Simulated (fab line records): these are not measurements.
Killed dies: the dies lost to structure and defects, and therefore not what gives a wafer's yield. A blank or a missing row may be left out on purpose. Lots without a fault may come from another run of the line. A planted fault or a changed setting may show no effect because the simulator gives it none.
Commonality check across tools :: flow n5_finfet :: 24 wafers sampled across 8 lots

WHAT PROMPTED THE OPENING
At N5_MOL_CONTACT_COAG_INSPECT_42 the reading raw_defect_count is flagged on 2 of 8 lots. Fault-free wafers read 203, with a standard deviation of 59.
Rule: a lot is flagged when every wafer of it that has a number lies more than 4 standard deviations from that mean, or none has a number. All remaining lots are regarded as sound.

lot: L211
measured: day 5 16:03
on: defect_inspect-02
raw_defect_count, wafer by wafer: 132 204 117
flag: 

lot: L215
measured: day 6 14:46
on: defect_inspect-01
raw_defect_count, wafer by wafer: 194 179 179
flag: 

lot: L218
measured: day 7 05:49
on: defect_inspect-01
raw_defect_count, wafer by wafer: 235 242 266
flag: 

lot: L220
measured: day 8 01:22
on: defect_inspect-01
raw_defect_count, wafer by wafer: 205 244 310
flag: 

lot: L221
measured: day 8 01:47
on: defect_inspect-01
raw_defect_count, wafer by wafer: 656 708 751
flag: FLAGGED

lot: L222
measured: day 8 09:41
on: defect_inspect-02
raw_defect_count, wafer by wafer: 637 599 667
flag: FLAGGED

lot: L230
measured: day 10 14:16
on: defect_inspect-02
raw_defect_count, wafer by wafer: 287 209 173
flag: 

lot: L232
measured: day 10 23:14
on: defect_inspect-02
raw_defect_count, wafer by wafer: 211 258 251
flag: 
Average over the flagged lots: 670; offset from the usual +467, equal to +8 standard deviations.

WHICH TOOL RAN EACH LOT
The record holds 1 process step before the reading, out of a route of 1938 steps. Cell contents, in order: the tool; ch with the chambers the sampled wafers went through; the start.
lot: L211
flag: 
N5_MOL_CONTACT_COAG_VIA_ETCH_46: rie_diel-06 ch 1,3, day 5 15:11

lot: L215
flag: 
N5_MOL_CONTACT_COAG_VIA_ETCH_46: rie_diel-04 ch 1,2, day 6 13:52

lot: L218
flag: 
N5_MOL_CONTACT_COAG_VIA_ETCH_46: rie_diel-06 ch 0,2,3, day 7 05:04

lot: L220
flag: 
N5_MOL_CONTACT_COAG_VIA_ETCH_46: rie_diel-04 ch 0,3, day 8 00:29

lot: L221
flag: FLAGGED
N5_MOL_CONTACT_COAG_VIA_ETCH_46: rie_diel-06 ch 0,1,2, day 8 01:02

lot: L222
flag: FLAGGED
N5_MOL_CONTACT_COAG_VIA_ETCH_46: rie_diel-06 ch 2,3, day 8 08:49

lot: L230
flag: 
N5_MOL_CONTACT_COAG_VIA_ETCH_46: rie_diel-02 ch 0,2,3, day 10 13:24

lot: L232
flag: 
N5_MOL_CONTACT_COAG_VIA_ETCH_46: rie_diel-02 ch 0,1,2, day 10 22:23
What is done by these steps:
- N5_MOL_CONTACT_COAG_VIA_ETCH_46: etches SiO2 in C4F6/O2, target depth 46 nm, overetch 9.2 nm, time 40 s.
- N5_MOL_CONTACT_COAG_INSPECT_42: inspects for defects (brightfield).

FLAGGED AGAINST TOTAL, ONE TOOL AT A TIME (gauges that did the reading follow at the end)
step: N5_MOL_CONTACT_COAG_VIA_ETCH_46
tool: rie_diel-02
lots run: 2
flagged: 0
share of the flagged lots: none
sound lots run after its first flagged lot: -

step: N5_MOL_CONTACT_COAG_VIA_ETCH_46
tool: rie_diel-04
lots run: 2
flagged: 0
share of the flagged lots: none
sound lots run after its first flagged lot: -

step: N5_MOL_CONTACT_COAG_VIA_ETCH_46
tool: rie_diel-06
lots run: 4
flagged: 2
share of the flagged lots: all
sound lots run after its first flagged lot: 0

step: N5_MOL_CONTACT_COAG_INSPECT_42
tool: defect_inspect-01
lots run: 4
flagged: 1
share of the flagged lots: some
sound lots run after its first flagged lot: 0

step: N5_MOL_CONTACT_COAG_INSPECT_42
tool: defect_inspect-02
lots run: 4
flagged: 1
share of the flagged lots: some
sound lots run after its first flagged lot: 2 (L230,L232)

WHAT IS ALLOWED BY THE TABLE
In the table, 1 row covers all flagged lots: rie_diel-06 at N5_MOL_CONTACT_COAG_VIA_ETCH_46.
- rie_diel-06 at N5_MOL_CONTACT_COAG_VIA_ETCH_46: 2 of its 4 lots flagged. Its last sound lot is L218 (day 7 05:04), its first flagged lot L221 (day 8 01:02): a fault that began between those two fits.
Just one tool remains: rie_diel-06 at N5_MOL_CONTACT_COAG_VIA_ETCH_46.

WHAT HAD BEEN PUT IN BY THE SIMULATOR
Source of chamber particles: rie_diel-06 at N5_MOL_CONTACT_COAG_VIA_ETCH_46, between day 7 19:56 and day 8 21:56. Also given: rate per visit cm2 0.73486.
Shown lots that were struck: L221, L222. The same result came from the rule above.
